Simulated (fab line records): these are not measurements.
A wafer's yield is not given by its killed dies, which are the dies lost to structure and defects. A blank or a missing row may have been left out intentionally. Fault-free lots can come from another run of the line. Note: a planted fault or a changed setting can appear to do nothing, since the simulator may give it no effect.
One fault through the eyes of 2 desks || flow n5_finfet || only its own numbers are on each desk; what lay behind them is given at the end

== AT THE METROLOGY DESK ==
Lot by lot, what the gauges showed, no matter which tool ran the lot: averages of those sampled wafers that carry a number. Any lot whose mean is over 4 standard deviations away from the usual mean is out of limits and marked OUT; that distance is given in the brackets. It has 12 readings; the 7 that lie furthest out on some lot are the ones shown.
Columns: A = cd_nm at N5_HKMG_FIN_CD_MEAS_49, usual 202.2 nm; B = DIBL_P at N5_BEOL_M4_RC_MEAS_101, usual 35.4 mV/V; C = ION_N at N5_BEOL_M4_RC_MEAS_101, usual 672 uA/um; D = ION_P at N5_BEOL_M4_RC_MEAS_101, usual 461 uA/um; E = SS_P at N5_BEOL_M4_RC_MEAS_101, usual 73.1 mV/dec; F = VT_N at N5_BEOL_M4_RC_MEAS_101, usual 251 mV; G = VT_P at N5_BEOL_M4_RC_MEAS_101, usual -251 mV
{"lot": "L646", "first seen here": "day 3 22:34", "A": 201.0, "B": 38.0, "C": 679, "D": 467, "E": 73.9, "F": 248, "G": -246}
{"lot": "L648", "first seen here": "day 4 10:08", "A": 202.8, "B": 35.2, "C": 673, "D": 464, "E": 73.6, "F": 250, "G": -247}
{"lot": "L654", "first seen here": "day 6 01:51", "A": 201.9, "B": 33.0, "C": 669, "D": 463, "E": 72.5, "F": 255, "G": -254}
{"lot": "L656", "first seen here": "day 6 14:05", "A": 201.8, "B": 36.3, "C": 673, "D": 465, "E": 73.6, "F": 250, "G": -247}
{"lot": "L658", "first seen here": "day 7 01:34", "A": 201.9, "B": 34.4, "C": 654, "D": 446, "E": 73.1, "F": 252, "G": -256}
{"lot": "L659", "first seen here": "day 7 06:11", "A": 202.5, "B": 35.1, "C": 663, "D": 452, "E": 72.8, "F": 254, "G": -254}
{"lot": "L660", "first seen here": "day 7 13:46", "A": 201.8, "B": 36.1, "C": 666, "D": 462, "E": 72.9, "F": 251, "G": -249}
{"lot": "L663", "first seen here": "day 8 05:16", "A": 202.6, "B": 33.3, "C": 672, "D": 465, "E": 73.3, "F": 253, "G": -250}
{"lot": "L668", "first seen here": "day 9 18:58", "A": 202.7, "B": 35.5, "C": 668, "D": 459, "E": 72.7, "F": 252, "G": -251}
{"lot": "L669", "first seen here": "day 9 22:33", "A": 202.6, "B": 33.5, "C": 665, "D": 461, "E": 72.8, "F": 255, "G": -251}
Finding of this desk: none of the 10 lots has anything out of limits.

== FOR THE TOOL OWNER'S DESK: rie_diel-01 ==
The tool's own readings at N5_HKMG_FIN_ETCH_54 (etches SiARC in CF4, target depth 45.5 nm, time 75.8 s): means of the sampled wafers that have a number, for each lot that ran on this tool. Any lot whose mean is over 4 standard deviations away from the usual mean is out of limits and marked OUT; that distance is given in the brackets.
Columns: A = drypump_motor_current_A at N5_HKMG_FIN_ETCH_54, usual 5.6 A; B = etch_rf_on_time_s at N5_HKMG_FIN_ETCH_54, usual 75.4 s; C = oes_product_au at N5_HKMG_FIN_ETCH_54, usual 0.69 a.u.; D = rf_vpp_V at N5_HKMG_FIN_ETCH_54, usual 184.1 V; E = showerhead_plenum_p_Torr at N5_HKMG_FIN_ETCH_54, usual 2.15 Torr; F = throttle_valve_pct at N5_HKMG_FIN_ETCH_54, usual 15.63 %
{"lot": "L648", "first seen here": "day 4 11:50", "A": 5.4, "B": 75.0, "C": 0.68, "D": 183.4, "E": 2.10, "F": 15.42}
{"lot": "L654", "first seen here": "day 6 03:52", "A": 5.7, "B": "108.5 (+30) OUT", "C": 0.59, "D": "205.7 (+17) OUT", "E": 2.11, "F": 15.65}
{"lot": "L656", "first seen here": "day 6 16:05", "A": 5.9, "B": "141.2 (+60) OUT", "C": 0.54, "D": "229.0 (+35) OUT", "E": 2.11, "F": 15.74}
{"lot": "L669", "first seen here": "day 10 00:31", "A": 5.7, "B": 75.8, "C": 0.61, "D": 183.4, "E": 2.10, "F": 15.79}
This desk finds L654, L656 out of limits, L654 being first, at day 6 03:52 (etch_rf_on_time_s at N5_HKMG_FIN_ETCH_54). In limits: L648, L669.

== ALL TOGETHER ==
On L654, L656, at day 6 03:52, an alarm was possible from the tool owner's desk.
The metrology desk saw nothing out of limits.
The metrology desk holds a record of L654, L656, inside its limits.
The lots listed all ran N5_HKMG_FIN_ETCH_54 on rie_diel-01.

== WHAT WAS PUT IN BY THE SIMULATOR ==
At N5_HKMG_FIN_ETCH_54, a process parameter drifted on rie_diel-01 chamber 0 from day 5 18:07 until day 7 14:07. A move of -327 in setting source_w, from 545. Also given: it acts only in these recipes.
Struck lots among those shown: L654, L656.
Time in hours from fault onset to the first out-of-limits reading at each desk: the tool owner's desk, 10.
